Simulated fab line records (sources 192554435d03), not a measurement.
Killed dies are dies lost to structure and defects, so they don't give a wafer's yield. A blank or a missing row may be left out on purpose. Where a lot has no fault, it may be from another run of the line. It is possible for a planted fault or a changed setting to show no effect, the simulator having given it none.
2 desks looking at one fault | flow n5 finfet | what lay behind the numbers comes last; until then each desk has only its own

== THE METROLOGY DESK ==
Lot by lot, what the gauges showed, no matter which tool ran the lot: averages of those sampled wafers that carry a number. Marked OUT: a lot whose mean sits more than 4 standard deviations from the usual mean, which makes it out of limits; the brackets give that distance. Shown are 7 of the 15 readings it has, namely the first that went out of limits plus those furthest out on some lot.
Columns: A = DIBL_N at N5_BEOL_M4_RC_MEAS_101, usual 36.2 mV/V; B = IOFF_N at N5_BEOL_M4_RC_MEAS_101, usual 0.16 nA/um; C = IOFF_N_85C at N5_BEOL_M4_RC_MEAS_101, usual 3.1 nA/um; D = IOFF_N_LIN at N5_BEOL_M4_RC_MEAS_101, usual 0.075 nA/um; E = ION_N at N5_BEOL_M4_RC_MEAS_101, usual 676 uA/um; F = REXT_N at N5_BEOL_M4_RC_MEAS_101, usual 74.9 ohm.um; G = VT_N_LVT at N5_BEOL_M4_RC_MEAS_101, usual 98 mV
lot  | first seen here | A               | B               | C              | D                | E              | F               | G
L387 | day 3 05:08     | 34.6            | 0.15            | 2.9            | 0.072            | 687            | 71.0            | 98
L389 | day 3 16:55     | 35.8            | 0.16            | 3.2            | 0.075            | 675            | 71.3            | 98
L392 | day 4 13:40     | 37.5            | 0.17            | 3.4            | 0.080            | 677            | 73.8            | 95
L395 | day 5 08:04     | 45.5 (+4.2) OUT | 0.37 (+5.2) OUT | 6.4 (+5.0) OUT | 0.140 (+4.3) OUT | 733            | 66.7 (-4.3) OUT | 87
L397 | day 5 19:46     | 44.6            | 0.42 (+6.3) OUT | 6.9 (+5.7) OUT | 0.166 (+6.0) OUT | 743 (+4.2) OUT | 66.3 (-4.5) OUT | 81 (-4.2) OUT
L398 | day 6 06:52     | 35.6            | 0.16            | 3.2            | 0.077            | 669            | 76.2            | 96
L403 | day 7 09:19     | 37.9            | 0.17            | 3.2            | 0.075            | 669            | 76.0            | 98
L409 | day 8 22:42     | 35.1            | 0.13            | 2.6            | 0.062            | 662            | 77.3            | 101
L410 | day 9 01:35     | 35.7            | 0.16            | 3.1            | 0.075            | 670            | 75.4            | 100
Finding of this desk: L395, L397 out of limits, first seen on L395 at day 10 07:07 (DIBL_N at N5_BEOL_M4_RC_MEAS_101). In limits: L387, L389, L392, L398, L403, L409, L410.

== THE TOOL OWNER'S DESK: rtp anneal-02 ==
The tool's own readings at N5_SD_ACTIVATION_RTA_00 (time 0 s): means of the sampled wafers that have a number, for each lot that ran on this tool. Marked OUT: a lot whose mean sits more than 4 standard deviations from the usual mean, which makes it out of limits; the brackets give that distance. Shown are 7 of the 9 readings it has, namely the first that went out of limits plus those furthest out on some lot.
Columns: A = lamp power pct at N5_SD_ACTIVATION_RTA_00, usual 8.96 %; B = lamp_zone_1_pct at N5_SD_ACTIVATION_RTA_00, usual 8.950 %; C = lamp_zone_2_pct at N5_SD_ACTIVATION_RTA_00, usual 8.948 %; D = lamp_zone_3_pct at N5_SD_ACTIVATION_RTA_00, usual 8.951 %; E = lamp_zone_4_pct at N5_SD_ACTIVATION_RTA_00, usual 8.952 %; F = lamp_zone_5_pct at N5_SD_ACTIVATION_RTA_00, usual 8.953 %; G = lamp_zone_6_pct at N5_SD_ACTIVATION_RTA_00, usual 8.874 %
lot  | first seen here | A               | B               | C               | D               | E               | F               | G
L389 | day 3 20:58     | 8.97            | 8.920           | 8.976           | 8.972           | 8.941           | 8.946           | 8.858
L395 | day 5 12:02     | 9.35 (+7.9) OUT | 9.327 (+13) OUT | 9.322 (+13) OUT | 9.340 (+15) OUT | 9.319 (+15) OUT | 9.296 (+13) OUT | 9.258 (+14) OUT
L397 | day 5 23:36     | 9.35 (+7.9) OUT | 9.308 (+13) OUT | 9.307 (+13) OUT | 9.309 (+14) OUT | 9.321 (+15) OUT | 9.321 (+14) OUT | 9.242 (+14) OUT
L410 | day 9 05:29     | 8.95            | 8.961           | 8.945           | 8.933           | 8.951           | 8.940           | 8.880
This desk's finding: out of limits on L395, L397; first on L395, day 5 12:02 (lamp power pct at N5_SD_ACTIVATION_RTA_00). In limits: L389, L410.

== PUT TOGETHER ==
At day 5 12:02, on L395, L397, the tool owner's desk was in a position to raise an alarm.
Metrology desk: alarm possible at day 10 07:07 on L395, L397.
The lots listed all ran N5_SD_ACTIVATION_RTA_00 on rtp anneal-02.

== WHAT THE SIMULATOR PUT IN ==
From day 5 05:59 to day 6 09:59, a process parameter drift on rtp anneal-02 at N5_SD_ACTIVATION_RTA_00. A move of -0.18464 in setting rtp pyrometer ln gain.
Struck lots among those shown: L395, L397.
Fault start to first reading out of limits, in hours, per desk: tool owner, 6; metrology, 121.
